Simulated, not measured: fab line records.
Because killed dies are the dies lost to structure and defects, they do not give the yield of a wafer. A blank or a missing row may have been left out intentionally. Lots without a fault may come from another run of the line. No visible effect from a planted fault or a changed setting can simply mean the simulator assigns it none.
Which tool is to blame? -- flow n5 finfet -- 24 lots, 72 wafers sampled, at 5 steps of a route of 1938

## WHAT THE GAUGES SHOWED, per wafer
N5_BEOL_M8_RS_MEAS_57: the measuring method here is four-point-probe.
lot,measured,on,M8_RS (ohm/sq)
L076,day 10 01:14,film metro-01,0.270 0.294 0.286
L074,day 10 01:43,film metro-02,0.281 0.282 0.283
L075,day 10 08:44,film metro-02,0.280 0.295 0.285
L077,day 11 03:45,film metro-02,0.278 0.293 0.280
L078,day 11 06:23,film metro-01,0.277 0.281 0.283
L079,day 11 07:35,film metro-01,0.281 0.279 0.275
L080,day 11 14:29,film metro-01,0.279 0.278 0.276
L081,day 11 14:20,film metro-02,0.282 0.282 0.275
L082,day 11 16:28,film metro-02,0.280 0.300 0.281
L083,day 12 01:34,film metro-01,0.282 0.282 0.280
L085,day 12 04:49,film metro-02,0.282 0.284 0.279
L084,day 12 07:59,film metro-01,0.280 0.286 0.287
L087,day 13 06:45,film metro-02,0.281 0.287 0.279
L089,day 13 19:53,film metro-02,0.267 0.286 0.286
L088,day 13 21:23,film metro-02,0.277 0.279 0.282
L086,day 13 21:39,film metro-01,0.300 0.287 0.282
L090,day 14 07:56,film metro-01,0.284 0.273 0.272
L091,day 15 07:30,film metro-02,0.289 0.277 0.272
L093,day 15 09:38,film metro-02,0.270 0.274 0.272
L092,day 15 16:40,film metro-02,0.269 0.276 0.268
L094,day 15 16:56,film metro-01,0.267 0.293 0.267
L096,day 16 11:30,film metro-01,0.278 0.286 0.283
L095,day 16 11:56,film metro-02,0.304 0.275 0.277
L097,day 16 16:22,film metro-02,0.287 0.280 0.291

N5_BEOL_M8_INSPECT_58: inspects for defects (darkfield).
lot,measured,on,raw defect count
L076,day 10 01:16,defect inspect-02,64 77 54
L074,day 10 01:44,defect inspect-02,51 57 59
L075,day 10 08:45,defect inspect-02,56 60 75
L077,day 11 03:47,defect inspect-02,72 47 59
L078,day 11 06:24,defect inspect-02,70 106 76
L079,day 11 07:36,defect inspect-01,104 71 121
L080,day 11 14:31,defect inspect-02,78 61 72
L081,day 11 14:22,defect inspect-02,120 96 48
L082,day 11 16:29,defect inspect-02,49 59 52
L083,day 12 01:35,defect inspect-02,61 63 119
L085,day 12 04:51,defect inspect-01,32 89 73
L084,day 12 08:01,defect inspect-01,61 33 50
L087,day 13 06:46,defect inspect-01,64 61 52
L089,day 13 19:55,defect inspect-02,91 74 79
L088,day 13 21:25,defect inspect-01,59 61 39
L086,day 13 21:41,defect inspect-02,95 51 81
L090,day 14 07:58,defect inspect-01,66 63 52
L091,day 15 07:31,defect inspect-02,70 86 122
L093,day 15 09:39,defect inspect-01,51 47 65
L092,day 15 16:41,defect inspect-02,89 77 66
L094,day 15 16:58,defect inspect-01,89 62 58
L096,day 16 11:32,defect inspect-02,38 55 80
L095,day 16 11:58,defect inspect-01,62 91 69
L097,day 16 16:24,defect inspect-02,57 64 82

N5_BEOL_M9_CD_MEAS_28: target cd 70 nm.
lot,measured,on,cd nm (nm)
L076,day 10 07:05,cd sem-02,70.08 69.82 70.25
L074,day 10 07:15,cd sem-02,69.91 70.25 70.05
L075,day 10 12:48,cd sem-02,70.13 69.79 69.82
L077,day 11 06:45,cd sem-02,69.99 70.00 69.59
L078,day 11 10:02,cd sem-01,69.94 69.96 70.13
L079,day 11 10:12,cd sem-01,69.87 69.46 69.55
L080,day 11 17:15,cd sem-01,69.69 70.24 69.96
L081,day 11 16:58,cd sem-01,70.10 70.01 69.89
L082,day 11 19:31,cd sem-03,69.70 69.90 70.02
L083,day 12 05:19,cd sem-01,69.84 69.62 70.15
L085,day 12 08:43,cd sem-01,70.41 70.04 70.08
L084,day 12 16:11,cd sem-03,69.78 69.78 69.66
L087,day 13 11:47,cd sem-03,70.16 70.19 69.78
L089,day 13 23:23,cd sem-02,70.25 70.54 70.19
L088,day 14 02:44,cd sem-02,69.91 70.07 69.80
L086,day 14 02:55,cd sem-03,70.12 70.13 69.83
L090,day 14 11:35,cd sem-01,69.83 69.93 70.22
L091,day 15 15:05,cd sem-02,69.61 69.81 70.41
L093,day 15 14:55,cd sem-02,70.17 70.21 70.09
L092,day 15 19:53,cd sem-03,70.09 70.19 69.85
L094,day 15 21:55,cd sem-03,69.78 70.37 69.96
L096,day 16 19:43,cd sem-03,69.65 70.18 69.76
L095,day 16 19:41,cd sem-02,70.01 70.22 69.85
L097,day 16 21:41,cd sem-02,69.99 69.87 69.84

N5_BEOL_M9_INSPECT_30: inspects for defects (brightfield).
lot,measured,on,raw defect count
L076,day 10 07:10,defect inspect-02,314 451 353
L074,day 10 07:20,defect inspect-02,362 370 430
L075,day 10 12:53,defect inspect-02,399 351 453
L077,day 11 06:50,defect inspect-02,377 250 374
L078,day 11 10:07,defect inspect-01,614 592 485
L079,day 11 10:17,defect inspect-01,426 520 480
L080,day 11 17:20,defect inspect-01,376 432 327
L081,day 11 17:03,defect inspect-02,685 492 409
L082,day 11 19:36,defect inspect-02,365 433 379
L083,day 12 05:24,defect inspect-02,545 461 576
L085,day 12 08:49,defect inspect-01,407 338 332
L084,day 12 16:17,defect inspect-01,455 320 352
L087,day 13 11:53,defect inspect-01,434 233 525
L089,day 13 23:29,defect inspect-02,454 422 401
L088,day 14 02:50,defect inspect-01,516 499 345
L086,day 14 02:59,defect inspect-02,561 289 450
L090,day 14 11:41,defect inspect-01,292 348 320
L091,day 15 15:10,defect inspect-01,476 385 549
L093,day 15 15:00,defect inspect-01,234 369 283
L092,day 15 19:58,defect inspect-01,453 332 374
L094,day 15 22:00,defect inspect-01,362 322 272
L096,day 16 19:49,defect inspect-01,267 327 406
L095,day 16 19:46,defect inspect-01,507 441 370
L097,day 16 21:46,defect inspect-02,520 340 475

## WHAT TOOL EACH LOT RAN ON (gives the tool, then ch and the chambers of the sampled wafers, and finally the start)
lot,N5_BEOL_M8_SURFACE_TREAT_79
L076,"pvd sputter-03, day 9 23:29"
L074,"pvd sputter-03, day 10 00:08"
L075,"pvd sputter-03, day 10 07:32"
L077,"pvd sputter-01, day 11 02:27"
L078,"pvd sputter-01, day 11 04:25"
L079,"pvd sputter-02, day 11 06:25"
L080,"pvd sputter-01, day 11 12:28"
L081,"pvd sputter-01, day 11 12:37"
L082,"pvd sputter-02, day 11 13:25"
L083,"pvd sputter-03, day 12 00:20"
L085,"pvd sputter-03, day 12 03:43"
L084,"pvd sputter-02, day 12 06:40"
L087,"pvd sputter-02, day 13 05:20"
L089,"pvd sputter-03, day 13 18:46"
L088,"pvd sputter-02, day 13 20:13"
L086,"pvd sputter-02, day 13 20:20"
L090,"pvd sputter-03, day 14 06:06"
L091,"pvd sputter-02, day 15 06:00"
L093,"pvd sputter-03, day 15 08:13"
L092,"pvd sputter-02, day 15 12:55"
L094,"pvd sputter-02, day 15 13:16"
L096,"pvd sputter-03, day 16 10:20"
L095,"pvd sputter-03, day 16 10:32"
L097,"pvd sputter-02, day 16 14:59"
- N5_BEOL_M8_SURFACE_TREAT_79

## WHAT THE TOOLS THEMSELVES READ (means of the sampled wafers that have a number; where no wafer has one, the mark that the record gives instead)
The record holds no such reading with a usual standard deviation.

## THE ANSWER, worked out from the rows above alone
Rule: usual is defined by the lots themselves. Put in order of their means at a reading, lots are off if they are a third of the lots or fewer, leave a main group of 4 or more, and stand apart from it by a gap of 3 or more times the standard deviation of the main group's means; of several such gaps the widest counts. Not used: any main group whose means are identical at the precision the tables above print for the reading. Also off: a lot with no number at a reading for which 4 or more lots have one. Where the step has rows for the other lots, those lots are counted as sound. First the gauges in route order, then the tools' own readings, where a lot's mean is used as printed above. At the first step where some lot is off, the reading lying furthest off is the one used; lots without a number count as furthest.
None of the lots is off at any reading shown; this tells nothing.

## WHAT WAS PUT IN BY THE SIMULATOR
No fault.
